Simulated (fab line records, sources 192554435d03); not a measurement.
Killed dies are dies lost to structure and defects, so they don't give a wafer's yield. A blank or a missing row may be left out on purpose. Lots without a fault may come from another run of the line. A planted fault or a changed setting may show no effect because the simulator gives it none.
Chamber matching | flow n5_finfet | N5_BEOL_M11_STRIP_36 on rie_diel-03: 4 sister chambers
The step strips in N2/H2. 18 wafers are shown with their chamber, then 9 later ones without.

WAFERS WITH THEIR CHAMBER
wafer  | chamber | drypump_motor_current_A (A) | showerhead_plenum_p_Torr (Torr) | throttle_valve_pct (%)
L076.1 | 3       | 6.3                         | 2.59                            | 23.14
L076.2 | 0       | 6.2                         | 2.61                            | 23.74
L076.5 | 2       | 5.7                         | 2.45                            | 23.36
L080.1 | 1       | 5.7                         | 2.62                            | 23.83
L080.3 | 3       | 6.3                         | 2.59                            | 23.11
L080.4 | 2       | 5.7                         | 2.45                            | 23.36
L084.1 | 3       | 6.4                         | 2.59                            | 23.10
L084.3 | 0       | 6.2                         | 2.60                            | 23.72
L084.6 | 3       | 6.4                         | 2.58                            | 23.11
L086.3 | 3       | 6.4                         | 2.58                            | 23.12
L086.4 | 1       | 5.7                         | 2.62                            | 23.87
L086.5 | 1       | 5.7                         | 2.62                            | 23.90
L085.1 | 0       | 6.2                         | 2.60                            | 23.73
L085.3 | 3       | 6.3                         | 2.58                            | 23.12
L085.6 | 2       | 5.7                         | 2.45                            | 23.41
L088.1 | 3       | 6.3                         | 2.58                            | 23.11
L088.3 | 2       | 5.7                         | 2.44                            | 23.39
L088.6 | 2       | 5.7                         | 2.44                            | 23.38

SIGNATURES (means of the wafers above)
reading                  | chamber 0 | chamber 1 | chamber 2 | chamber 3 | scatter within a chamber
drypump_motor_current_A  | 6.200     | 5.700     | 5.700     | 6.343     | 0.035
showerhead_plenum_p_Torr | 2.6033    | 2.6200    | 2.4460    | 2.5843    | 0.00506
throttle_valve_pct       | 23.7300   | 23.8667   | 23.3800   | 23.1157   | 0.0197
Rule: a wafer's distance from a chamber is the root of the sum, over the readings, of the square of ((its reading less the chamber's mean) divided by the reading's scatter). The wafer belongs to the nearest chamber; if the next one is less than 2 further off, it can't be placed. The scatter: the root of (the sum of the squares of (reading less its chamber's mean) over the shown wafers, divided by (wafers less chambers)).

WAFERS WITHOUT THEIR CHAMBER
wafer  | drypump_motor_current_A (A) | showerhead_plenum_p_Torr (Torr) | throttle_valve_pct (%)
L091.1 | 5.7                         | 2.61                            | 23.87
L091.5 | 6.3                         | 2.58                            | 23.13
L091.6 | 6.2                         | 2.59                            | 23.75
L093.2 | 6.2                         | 2.59                            | 23.77
L093.4 | 5.7                         | 2.44                            | 23.36
L093.5 | 5.7                         | 2.44                            | 23.40
L097.4 | 5.7                         | 2.44                            | 23.34
L097.5 | 6.3                         | 2.57                            | 23.15
L097.6 | 5.7                         | 2.44                            | 23.40

WHICH CHAMBER EACH WENT THROUGH
wafer  | from the rows above | in truth
L091.1 | 1                   | 1
L091.5 | 3                   | 3
L091.6 | 0                   | 0
L093.2 | 0                   | 0
L093.4 | 2                   | 2
L093.5 | 2                   | 2
L097.4 | 2                   | 2
L097.5 | 3                   | 3
L097.6 | 2                   | 2
Placed correctly: 9 of 9. Can't be placed from these rows: 0. Placed wrongly: 0.
